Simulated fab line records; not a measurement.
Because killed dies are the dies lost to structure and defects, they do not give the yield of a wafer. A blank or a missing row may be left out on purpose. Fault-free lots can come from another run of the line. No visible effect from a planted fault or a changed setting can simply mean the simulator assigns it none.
fab line records	flow nand-harc
record lots=6	wafers=18	last-day=24
route steps=1159 shown A_CONTACT@930 END@1159
lots untouched by any fault: they come from a run of this same line in which no faults occurred
start-h: hours from the record's opening day to when the first of the lot's shown wafers began	wait-h: hours since the lot's step before	" the same as in the row above	L1.1+2: several wafers, shown together as one row	- no value, or no start was given	* or withheld: withheld	< > ~ a bound
route shown NAME@n: NAME is a module with steps in the file, n the number in the route of the first one	usual: average and standard deviation across the fault-free wafers	same: alike in all rows	chamber/n: place in a boat	sites: the reading at each site	_std_site: standard deviation of those values	_edge_site: the outer-site mean with the inner-site mean subtracted	radius-mm: how far each site lies from the wafer's centre	mask NAME#n: copy n	behind: the most recent tool/chamber to have shaped the wafer	hold: why the lot went on hold/how many hours it stayed there/how the hold came to an end	device: transistor that didn't switch, given as n, p or np	end of line: the tests these same wafers got at the end of their route	a step with no rows: only its recipe	killed: dies that structure and defects cost at the first sort, which is not the same as the wafer's yield	map: per-die view of a wafer (x killed, . not killed, _ where there is no die)
set.NAME: the setting that was run; set.NAME@STEP: the one run at that earlier step	model.NAME: the simulator's own value behind a step, which no gauge read
lots seen at some steps along the route; tables by step, rows by wafer
services: when a tool's chamber went out of use (start-h, in hours from the record's first day, below 0 if earlier), for how many hours, and the reason
## steps
# step NHARC_A_CONTACT_SOFTBAKE_03
# recipe temp-c=105	time-s=55
# step NHARC_A_CONTACT_EBR_04
# step NHARC_A_CONTACT_EXPOSE_05
# recipe na=1.35	sigma-outer=0.8	dose-mj=84.24	mask-id=A_CC
# step NHARC_A_CONTACT_PEB_06
# recipe peb-temp-c=100	peb-time-s=65
# step NHARC_A_CONTACT_DEVELOP_07
# recipe develop-time-s=35	dev-temp-c=23
# step NHARC_A_CONTACT_CD_MEAS_08
# recipe target-cd-nm=100	landing-energy-ev=500
# usual cd-nm=100.1/0.61
lot.wafer	tool	chamber	start-h	wait-h	cd-nm
L114.1	cd-sem-02	0	411.77	-	99.8
L114.2	"	0	"	"	99.1
L114.6	"	0	"	"	99.3
L113.1	cd-sem-01	0	420.71	-	99.0
L113.3	"	0	"	"	99.3
L113.5	"	0	"	"	98.9
L127.2	cd-sem-02	0	470.36	-	100.6
L127.3	"	0	"	"	100.0
L127.4	"	0	"	"	100.1
L126.1	cd-sem-01	0	492.84	-	100.4
L126.2	"	0	"	"	99.7
L126.5	"	0	"	"	99.7
L133.1	cd-sem-03	0	508.11	-	99.4
L133.3	"	0	"	"	100.0
L133.5	"	0	"	"	99.3
L135.4	cd-sem-03	0	528.56	-	99.5
L135.5	"	0	"	"	100.1
L135.6	"	0	"	"	100.1
# step NHARC_A_CONTACT_OVL_MEAS_09
# usual overlay-x-nm=0.1/0.79	overlay-y-nm=0.2/1
lot.wafer	tool	chamber	start-h	wait-h	overlay-x-nm	overlay-y-nm
L114.1	overlay-02	-	411.86	-	0.3	1.6
L114.2	"	-	"	"	0.2	1.1
L114.6	"	-	"	"	0.3	1.9
L113.1	overlay-01	-	420.80	-	0.7	0.8
L113.3	"	-	"	"	0.8	1.1
L113.5	"	-	"	"	0.5	0.5
L127.2	overlay-01	-	470.45	-	0.9	1.0
L127.3	"	-	"	"	1.0	0.9
L127.4	"	-	"	"	1.3	1.1
L126.1	overlay-02	-	492.93	-	1.9	-0.2
L126.2	"	-	"	"	1.1	-0.5
L126.5	"	-	"	"	1.3	-0.6
L133.1	overlay-02	-	508.20	-	2.2	0.2
L133.3	"	-	"	"	1.5	-0.2
L133.5	"	-	"	"	2.0	0.1
L135.4	overlay-01	-	528.64	-	-0.6	-0.9
L135.5	"	-	"	"	-0.7	-0.4
L135.6	"	-	"	"	-0.2	-0.7
# step NHARC_A_CONTACT_INSPECT_10
# usual raw-defect-count=29/12
lot.wafer	tool	chamber	start-h	wait-h	raw-defect-count
L114.1	defect-inspect-02	-	411.89	0.0	22
L114.2	"	-	"	"	22
L114.6	"	-	"	"	30
L113.1	defect-inspect-02	-	420.84	0.0	24
L113.3	"	-	"	"	27
L113.5	"	-	"	"	32
L127.2	defect-inspect-01	-	470.48	0.0	16
L127.3	"	-	"	"	13
L127.4	"	-	"	"	7
L126.1	defect-inspect-02	-	492.97	0.0	43
L126.2	"	-	"	"	46
L126.5	"	-	"	"	43
L133.1	defect-inspect-02	-	508.23	0.0	69
L133.3	"	-	"	"	74
L133.5	"	-	"	"	57
L135.4	defect-inspect-01	-	528.67	0.0	42
L135.5	"	-	"	"	22
L135.6	"	-	"	"	25
# step NHARC_A_CONTACT_DESCUM_13
# recipe time-s=3	o2-flow-sccm=200	ar-flow-sccm=0	bias-power-w=0	chemistry=O2
# usual drypump-motor-current-A=5.8/0.47	oes-product-au=1.001/0.0081	rf-vpp-V=57.9/0.8	showerhead-plenum-p-Torr=1.95/0.074	throttle-valve-pct=11.311/0.01
lot.wafer	tool	chamber	start-h	wait-h	drypump-motor-current-A	oes-product-au	rf-hours-counter-h	rf-vpp-V	showerhead-plenum-p-Torr	throttle-valve-pct
L114.1	rie-diel-12	1	411.96	0.1	6.2	1.008	3	58.3	1.98	11.321
L114.2	"	2	"	"	6.3	1.004	3	57.1	2.04	11.306
L114.6	"	1	"	"	6.2	1.004	-	58.5	1.98	11.320
L113.1	rie-diel-09	2	420.91	0.1	5.4	1.020	64	58.1	1.97	11.318
L113.3	"	3	"	"	5.3	0.995	62	57.9	1.95	11.294
L113.5	"	1	"	"	6.8	0.989	-	58.0	1.89	11.311
L127.3	rie-diel-12	0	470.55	0.1	5.4	1.011	14	57.5	1.89	11.302
L127.2	"	1	"	"	6.2	0.995	14	57.3	1.98	11.311
L127.4	"	2	"	"	6.3	1.001	15	58.0	2.04	11.316
L126.2	rie-diel-12	2	493.04	0.1	6.2	1.002	20	58.6	2.03	11.285
L126.1	"	0	"	"	5.4	1.020	18	57.6	1.88	11.303
L126.5	"	1	"	"	6.2	1.014	-	59.5	1.97	11.315
L133.3	rie-diel-09	3	508.29	0.1	5.3	0.999	26	57.6	1.94	11.294
L133.1	"	0	"	"	5.7	0.999	25	57.8	2.07	11.309
L133.5	"	0	"	"	5.8	0.994	-	58.6	2.07	11.314
L135.5	rie-diel-09	3	528.77	0.1	5.3	1.003	-	56.9	1.94	11.310
L135.4	"	1	"	"	6.8	0.999	-	57.3	1.87	11.324
L135.6	"	2	"	"	5.3	1.005	-	58.3	1.96	11.320
# step NHARC_A_CONTACT_ETCH_88
# recipe target-depth-a=390	over-etch-frac=0.3	time-s=65	ion-energy-ev=80	cf4-flow-sccm=150	ar-flow-sccm=0	rf-w=300	bias-w=100	chemistry=CF4
# usual drypump-motor-current-A=5.8/0.48	oes-product-au=1.001/0.0086	rf-vpp-V=151.6/1.3	run-length-s=86.2/0.45	showerhead-plenum-p-Torr=1.79/0.063	throttle-valve-pct=13.284/0.0081
lot.wafer	tool	chamber	start-h	wait-h	drypump-motor-current-A	oes-product-au	rf-hours-counter-h	rf-vpp-V	run-length-s	showerhead-plenum-p-Torr	throttle-valve-pct
L114.1	rie-diel-12	0	412.17	0.2	5.4	1.001	3	152.0	85.7	1.75	13.281
L114.2	"	1	"	"	6.1	1.000	3	152.4	86.5	1.82	13.272
L114.6	"	1	"	"	6.2	1.000	-	151.9	86.4	1.82	13.268
L113.1	rie-diel-09	2	420.99	0.1	5.4	1.010	64	151.9	85.4	1.82	13.311
L113.3	"	0	"	"	5.7	0.974	59	149.3	86.1	1.65	13.277
L113.5	"	3	"	"	5.3	0.998	-	152.0	87.3	1.80	13.273
L127.4	rie-diel-12	3	470.63	0.1	5.3	1.002	15	152.4	86.0	1.84	13.278
L127.3	"	0	"	"	5.4	1.014	14	150.7	85.9	1.74	13.295
L127.2	"	1	"	"	6.2	1.006	14	152.2	86.7	1.82	13.281
L126.2	rie-diel-12	3	493.11	0.1	5.2	1.001	20	151.7	86.2	1.84	13.278
L126.1	"	2	"	"	6.3	1.011	20	151.3	85.9	1.87	13.304
L126.5	"	0	"	"	5.4	1.000	-	150.2	85.9	1.74	13.295
L133.3	rie-diel-09	0	508.38	0.1	5.7	0.985	25	153.5	85.9	1.90	13.273
L133.1	"	2	"	"	5.4	0.989	26	153.5	85.7	1.81	13.294
L133.5	"	1	"	"	6.8	0.990	-	149.0	87.1	1.74	13.297
L135.5	rie-diel-09	2	528.86	0.1	5.4	1.002	-	150.1	85.4	1.81	13.283
L135.6	"	3	"	"	5.3	0.990	-	150.7	87.2	1.79	13.282
L135.4	"	1	"	"	6.8	0.993	-	151.6	87.4	1.74	13.303
# step NHARC_A_CONTACT_ETCH_89
# recipe target-depth-a=2600	over-etch-frac=0.3	time-s=475.3	ion-energy-ev=200	n2-flow-sccm=150	h2-flow-sccm=150	ar-flow-sccm=0	rf-w=400	bias-w=150	chemistry=N2/H2
# usual drypump-motor-current-A=5.8/0.46	oes-product-au=1.002/0.0083	rf-vpp-V=431.6/2.3	run-length-s=496.6/0.5	showerhead-plenum-p-Torr=2.08/0.079	throttle-valve-pct=14.172/0.0098
lot.wafer	tool	chamber	start-h	wait-h	drypump-motor-current-A	oes-product-au	rf-hours-counter-h	rf-vpp-V	run-length-s	showerhead-plenum-p-Torr	throttle-valve-pct
L114.1	rie-diel-12	3	-	-	5.3	1.003	3	432.8	496.6	2.14	14.176
L114.2	"	0	"	"	5.4	1.008	3	428.7	496.4	2.01	14.171
L114.6	"	1	"	"	6.2	1.001	-	431.9	497.1	2.11	14.154
L113.3	rie-diel-09	2	-	-	5.4	0.996	64	432.0	495.7	2.10	14.165
L113.1	"	3	"	"	5.3	0.999	62	431.8	497.2	2.08	14.176
L113.5	"	1	"	"	6.8	0.990	-	429.6	497.4	2.01	14.165
L127.2	rie-diel-12	0	-	-	5.3	1.005	14	429.2	496.1	2.01	14.180
L127.4	"	2	"	"	6.3	1.011	15	435.1	496.0	2.17	14.182
L127.3	"	3	"	"	5.3	0.994	15	433.4	496.2	2.13	14.184
L126.2	rie-diel-12	0	-	-	5.4	1.003	18	430.0	496.6	2.01	14.184
L126.1	"	1	"	"	6.2	1.004	18	432.6	496.7	2.11	14.158
L126.5	"	2	"	"	6.3	0.995	-	433.0	496.7	2.17	14.182
L133.3	rie-diel-09	0	-	-	5.8	1.005	25	435.2	496.3	2.21	14.164
L133.1	"	1	"	"	6.8	0.988	27	430.8	497.5	2.00	14.186
L133.5	"	3	"	"	5.2	0.996	-	430.1	497.5	2.07	14.176
L135.5	rie-diel-09	3	-	-	5.3	0.996	-	429.8	497.6	2.06	14.168
L135.6	"	1	"	"	6.8	0.995	-	429.2	497.5	2.00	14.170
L135.4	"	2	"	"	5.3	0.989	-	432.4	495.7	2.09	14.181
# step NHARC_A_CONTACT_ETCH_30
# recipe target-depth-a=605	time-s=30.2	cf4-flow-sccm=100	chf3-flow-sccm=30	ar-flow-sccm=0	rf-w=500	bias-w=200	chemistry=CF4/CHF3
# usual drypump-motor-current-A=5.8/0.48	oes-product-au=0.934/0.017	rf-vpp-V=371.5/2.2	run-length-s=51.4/0.48	showerhead-plenum-p-Torr=1.60/0.057	throttle-valve-pct=16.802/0.009
lot.wafer	tool	chamber	start-h	wait-h	drypump-motor-current-A	oes-product-au	rf-hours-counter-h	rf-vpp-V	run-length-s	showerhead-plenum-p-Torr	throttle-valve-pct
L114.2	rie-diel-12	3	-	-	5.2	0.925	3	371.9	51.8	1.64	16.793
L114.1	"	0	"	"	5.3	0.928	3	369.1	51.0	1.55	16.815
L114.6	"	2	"	"	6.3	0.935	-	373.6	51.0	1.67	16.792
L113.3	rie-diel-09	2	-	-	5.3	0.974	65	372.9	50.8	1.62	16.779
L113.1	"	3	"	"	5.3	0.984	62	369.7	52.7	1.60	16.788
L113.5	"	0	"	"	5.8	0.960	-	367.6	51.0	1.47	16.803
L127.3	rie-diel-12	0	-	-	5.3	0.937	14	369.9	50.9	1.55	16.803
L127.2	"	1	"	"	6.2	0.939	14	374.1	51.6	1.62	16.818
L127.4	"	2	"	"	6.3	0.936	15	375.1	51.1	1.67	16.792
L126.2	rie-diel-12	3	-	-	5.2	0.914	21	371.2	52.0	1.64	16.805
L126.1	"	1	"	"	6.1	0.933	18	372.3	51.8	1.62	16.801
L126.5	"	2	"	"	6.3	0.937	-	372.7	51.0	1.67	16.788
L133.3	rie-diel-09	0	-	-	5.7	0.954	25	374.9	51.4	1.69	16.809
L133.1	"	3	"	"	5.3	0.949	26	370.9	52.5	1.59	16.815
L133.5	"	1	"	"	6.8	0.971	-	370.3	52.7	1.54	16.802
L135.4	rie-diel-09	1	-	-	6.8	0.925	-	369.5	52.3	1.54	16.801
L135.5	"	2	"	"	5.4	0.919	-	372.5	50.5	1.61	16.801
L135.6	"	3	"	"	5.3	0.921	-	370.9	51.9	1.59	16.791
# step NHARC_A_CONTACT_ETCH_31
# recipe target-depth-a=20000	over-etch-frac=0.3	time-s=520	ion-energy-ev=150	o2-flow-sccm=400	cos-flow-sccm=20	ar-flow-sccm=0	rf-w=500	bias-w=300	chemistry=O2/COS
# usual drypump-motor-current-A=5.8/0.49	oes-product-au=1.001/0.0082	rf-vpp-V=314.8/1.8	run-length-s=541.2/0.45	showerhead-plenum-p-Torr=3.17/0.11	throttle-valve-pct=28.329/0.0086
lot.wafer	tool	chamber	start-h	wait-h	drypump-motor-current-A	oes-product-au	rf-hours-counter-h	rf-vpp-V	run-length-s	showerhead-plenum-p-Torr	throttle-valve-pct
L114.1	rie-diel-12	3	413.07	-	5.2	0.999	3	316.5	540.9	3.26	28.339
L114.2	"	1	"	"	6.2	0.992	3	315.4	541.7	3.22	28.319
L114.6	"	3	"	"	5.3	1.001	-	317.2	541.2	3.26	28.322
L113.3	rie-diel-09	1	421.49	-	6.7	0.991	61	313.4	541.9	3.08	28.333
L113.1	"	3	"	"	5.3	0.998	62	315.2	541.9	3.17	28.325
L113.5	"	1	"	"	6.8	0.984	-	314.0	542.0	3.08	28.336
L127.3	rie-diel-12	1	471.19	-	6.2	1.000	14	315.4	391.3	3.22	28.325
L127.2	"	3	"	"	5.3	1.007	15	315.8	390.3	3.26	28.316
L127.4	"	0	"	"	5.4	1.009	14	313.6	390.5	3.08	28.326
L126.1	rie-diel-12	3	493.63	-	5.3	1.003	21	315.8	390.4	3.25	28.333
L126.2	"	2	"	"	6.3	1.005	21	315.8	390.1	3.31	28.343
L126.5	"	0	"	"	5.4	1.014	-	312.9	390.2	3.08	28.323
L133.1	rie-diel-09	1	508.89	-	6.8	0.998	27	313.9	541.8	3.06	28.324
L133.3	"	0	"	"	5.8	0.995	25	318.4	540.7	3.36	28.327
L133.5	"	2	"	"	5.3	0.996	-	314.2	540.4	3.19	28.330
L135.6	rie-diel-09	1	529.70	-	6.8	0.990	-	311.4	542.3	3.06	28.330
L135.4	"	2	"	"	5.4	0.994	-	315.4	540.6	3.19	28.333
L135.5	"	3	"	"	5.3	0.993	-	313.5	541.7	3.16	28.322
# step NHARC_A_CONTACT_ETCH_134
# recipe source-w=withheld	pressure-mtorr=20	bias-v=withheld	time-s=140	target-depth-a=7000	ar-flow-sccm=withheld	c4f8-flow-sccm=withheld	o2-flow-sccm=withheld	chemistry=C4F8/O2/Ar
# usual run-length-s=141.3/0.54
lot.wafer	tool	chamber	start-h	wait-h	rf-hours-counter-h	run-length-s
L114.2	har-cap-etch-03	1	413.43	-	86	140.5
L114.1	"	0	"	"	86	142.0
L114.6	"	1	"	"	-	141.0
L113.1	har-cap-etch-03	1	421.89	-	87	141.3
L113.3	"	1	"	"	-	140.6
L113.5	"	0	"	"	-	142.3
L127.2	har-cap-etch-03	1	471.59	-	96	141.4
L127.3	"	1	"	"	-	141.4
L127.4	"	0	"	"	-	142.1
L126.1	har-cap-etch-03	1	494.03	-	102	140.5
L126.2	"	0	"	"	102	141.8
L126.5	"	0	"	"	-	141.8
L133.1	har-cap-etch-02	1	509.32	-	34	141.7
L133.3	"	1	"	"	-	141.5
L133.5	"	0	"	"	-	142.1
L135.4	har-cap-etch-02	1	530.09	-	-	141.9
L135.6	"	1	"	"	-	141.5
L135.5	"	0	"	"	-	142.0
# step NHARC_END_SORT_01
# recipe temp-c=25
# usual killed-at-array=29/9.4	killed-at-other=0.7/1.3	killed-at-periphery=2.9/2.1	killed-dies=32/9	killed-open=3.3/1.8	killed-short=1.9/1.4
# same gross-dies=677
lot.wafer	tool	chamber	start-h	wait-h	killed-at-array	killed-at-other	killed-at-periphery	killed-dies	killed-open	killed-short
L127.2	prober-01	0	538.03	2.8	672	3	2	677	3	3
L127.3	prober-01	0	538.83	3.1	671	6	0	677	1	0
L127.4	prober-01	0	539.63	3.4	671	3	2	676	1	2
L126.1	prober-02	0	555.74	2.5	675	0	2	677	2	2
L126.2	prober-02	0	556.54	2.8	675	0	2	677	5	0
L126.5	prober-02	0	558.93	3.7	675	0	2	677	1	2
# killed by level:class
L127.2 A_CONTACT:area-etch=651 A_CONTACT:chamber-film-flake=10 A_CHANNEL_HOLE_D1:chamber-film-flake=6 THIN_TSV:chamber-film-flake=3 P_CONTACT:geometric-particle:short=1 P_CONTACT:geometric-particle:open=1 A_CHANNEL_FILL_D1:geometric-particle:open=1 A_CHANNEL_FILL_D1:geometric-particle:short=1
L127.3 A_CONTACT:area-etch=659 THIN_TSV:chamber-film-flake=6 A_CHANNEL_HOLE_D1:chamber-film-flake=5 A_CONTACT:chamber-film-flake=4 A_ZERO_WELL:chamber-film-flake=2 A_WL_FILL:geometric-particle:open=1
L127.4 A_CONTACT:area-etch=661 A_CONTACT:chamber-film-flake=4 THIN_TSV:chamber-film-flake=3 P_BONDPAD:chamber-film-flake=2 A_CHANNEL_HOLE_D1:chamber-film-flake=2 A_CHANNEL_HOLE_D1:geometric-particle:short=1 A_M0:geometric-particle:open=1 A_M0:geometric-particle:short=1
L126.1 A_CONTACT:area-etch=638 A_SLIT:chamber-film-flake=17 A_CHANNEL_HOLE_D1:chamber-film-flake=15 A_CONTACT:chamber-film-flake=3 P_M0:geometric-particle:open=1 P_M0:geometric-particle:short=1 A_ONON_D1:geometric-particle:open=1 A_M0:geometric-particle:short=1
L126.2 A_CONTACT:area-etch=629 A_SLIT:chamber-film-flake=21 A_CHANNEL_HOLE_D1:chamber-film-flake=13 A_CONTACT:chamber-film-flake=7 P_M0:geometric-particle:open=2 A_CHANNEL_HOLE_D1:geometric-particle:open=1 A_SGD_CUT:geometric-particle:open=1 A_CONTACT:geometric-particle:open=1
L126.5 A_CONTACT:area-etch=636 A_SLIT:chamber-film-flake=17 A_CHANNEL_HOLE_D1:chamber-film-flake=12 A_CONTACT:chamber-film-flake=5 A_BLC:chamber-film-flake=2 P_M1:geometric-particle:short=1 A_ONON_D1:geometric-particle:open=1 A_WL_FILL:geometric-particle:short=1
# map L126.1 (x killed, . not)
____________x____________
_________xxxxxxx_________
_______xxxxxxxxxxx_______
______xxxxxxxxxxxxx______
_____xxxxxxxxxxxxxxx_____
____xxxxxxxxxxxxxxxxx____
____xxxxxxxxxxxxxxxxx____
___xxxxxxxxxxxxxxxxxxx___
___xxxxxxxxxxxxxxxxxxx___
__xxxxxxxxxxxxxxxxxxxxx__
__xxxxxxxxxxxxxxxxxxxxx__
_xxxxxxxxxxxxxxxxxxxxxxx_
_xxxxxxxxxxxxxxxxxxxxxxx_
_xxxxxxxxxxxxxxxxxxxxxxx_
_xxxxxxxxxxxxxxxxxxxxxxx_
_xxxxxxxxxxxxxxxxxxxxxxx_
xxxxxxxxxxxxxxxxxxxxxxxxx
xxxxxxxxxxxxxxxxxxxxxxxxx
xxxxxxxxxxxxxxxxxxxxxxxxx
xxxxxxxxxxxxxxxxxxxxxxxxx
xxxxxxxxxxxxxxxxxxxxxxxxx
_xxxxxxxxxxxxxxxxxxxxxxx_
_xxxxxxxxxxxxxxxxxxxxxxx_
_xxxxxxxxxxxxxxxxxxxxxxx_
_xxxxxxxxxxxxxxxxxxxxxxx_
_xxxxxxxxxxxxxxxxxxxxxxx_
__xxxxxxxxxxxxxxxxxxxxx__
__xxxxxxxxxxxxxxxxxxxxx__
___xxxxxxxxxxxxxxxxxxx___
___xxxxxxxxxxxxxxxxxxx___
____xxxxxxxxxxxxxxxxx____
____xxxxxxxxxxxxxxxxx____
_____xxxxxxxxxxxxxxx_____
______xxxxxxxxxxxxx______
_______xxxxxxxxxxx_______
_________xxxxxxx_________
____________x____________
# map L127.2 (x killed, . not)
____________x____________
_________xxxxxxx_________
_______xxxxxxxxxxx_______
______xxxxxxxxxxxxx______
_____xxxxxxxxxxxxxxx_____
____xxxxxxxxxxxxxxxxx____
____xxxxxxxxxxxxxxxxx____
___xxxxxxxxxxxxxxxxxxx___
___xxxxxxxxxxxxxxxxxxx___
__xxxxxxxxxxxxxxxxxxxxx__
__xxxxxxxxxxxxxxxxxxxxx__
_xxxxxxxxxxxxxxxxxxxxxxx_
_xxxxxxxxxxxxxxxxxxxxxxx_
_xxxxxxxxxxxxxxxxxxxxxxx_
_xxxxxxxxxxxxxxxxxxxxxxx_
_xxxxxxxxxxxxxxxxxxxxxxx_
xxxxxxxxxxxxxxxxxxxxxxxxx
xxxxxxxxxxxxxxxxxxxxxxxxx
xxxxxxxxxxxxxxxxxxxxxxxxx
xxxxxxxxxxxxxxxxxxxxxxxxx
xxxxxxxxxxxxxxxxxxxxxxxxx
_xxxxxxxxxxxxxxxxxxxxxxx_
_xxxxxxxxxxxxxxxxxxxxxxx_
_xxxxxxxxxxxxxxxxxxxxxxx_
_xxxxxxxxxxxxxxxxxxxxxxx_
_xxxxxxxxxxxxxxxxxxxxxxx_
__xxxxxxxxxxxxxxxxxxxxx__
__xxxxxxxxxxxxxxxxxxxxx__
___xxxxxxxxxxxxxxxxxxx___
___xxxxxxxxxxxxxxxxxxx___
____xxxxxxxxxxxxxxxxx____
____xxxxxxxxxxxxxxxxx____
_____xxxxxxxxxxxxxxx_____
______xxxxxxxxxxxxx______
_______xxxxxxxxxxx_______
_________xxxxxxx_________
____________x____________
## services
tool	chamber	start-h	hours	kind
rie-diel-12	0	388.40	-	clean
rie-diel-12	1	388.40	-	clean
rie-diel-12	2	388.40	-	clean
rie-diel-12	3	388.40	-	clean
rie-diel-12	-	388.69	0.5	repair
rie-diel-09	0	410.16	-	clean
rie-diel-09	1	410.16	-	clean
rie-diel-09	2	410.16	-	clean
rie-diel-09	3	410.16	-	clean
rie-diel-12	0	412.96	-	clean
rie-diel-12	1	412.96	-	clean
rie-diel-12	2	412.96	-	clean
rie-diel-12	3	412.96	-	clean
har-cap-etch-03	-	416.17	0.5	repair
rie-diel-09	-	431.16	9.0	pm
rie-diel-09	0	431.16	9.0	vent-cycle
rie-diel-09	1	431.16	9.0	vent-cycle
rie-diel-09	2	431.16	9.0	vent-cycle
rie-diel-09	3	431.16	9.0	vent-cycle
rie-diel-12	0	437.48	-	clean
rie-diel-12	1	437.48	-	clean
rie-diel-12	2	437.48	-	clean
rie-diel-09	0	458.56	6.1	repair
rie-diel-09	0	526.62	12.5	repair
## key
first-sign step=NHARC_A_CONTACT_ETCH_31	reading=run-length-s	direction=down	sigmas=99+	usual=*	struck=*
effect step=NHARC_END_SORT_01	reading=killed-dies	direction=up	sigmas=72	usual=32	struck=677
more-kills-born-at NHARC_A_CONTACT_ETCH_31@rie-diel-12=3874
met-at NHARC_A_CONTACT_ETCH_31
struck-wafers L126.1,L126.2,L126.5,L127.2,L127.3,L127.4
later-rows-left-out L126.1,L126.2,L126.5,L127.2,L127.3,L127.4
tester-left-out L126,L127
onset-between 413.07 471.19
fault kind=process-parameter-drift	tool=rie-diel-12	chamber=-	onset-h=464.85	steps=NHARC_A_CONTACT_ETCH_31	channel=time-s	offset=*	shape=step	end-h=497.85	acts-in=*	stated=*
# tester-left-out: of these lots the tester's yield and bins aren't shown, on N5 and GAA mostly nor the transistor test; their killed dies are dies lost to structure and defects alone, not to doping, threshold or leakage, so they don't give the yield
# later-rows-left-out: the simulator's readings of these wafers behind a module that went badly wrong aren't trusted and aren't shown, but for the sort
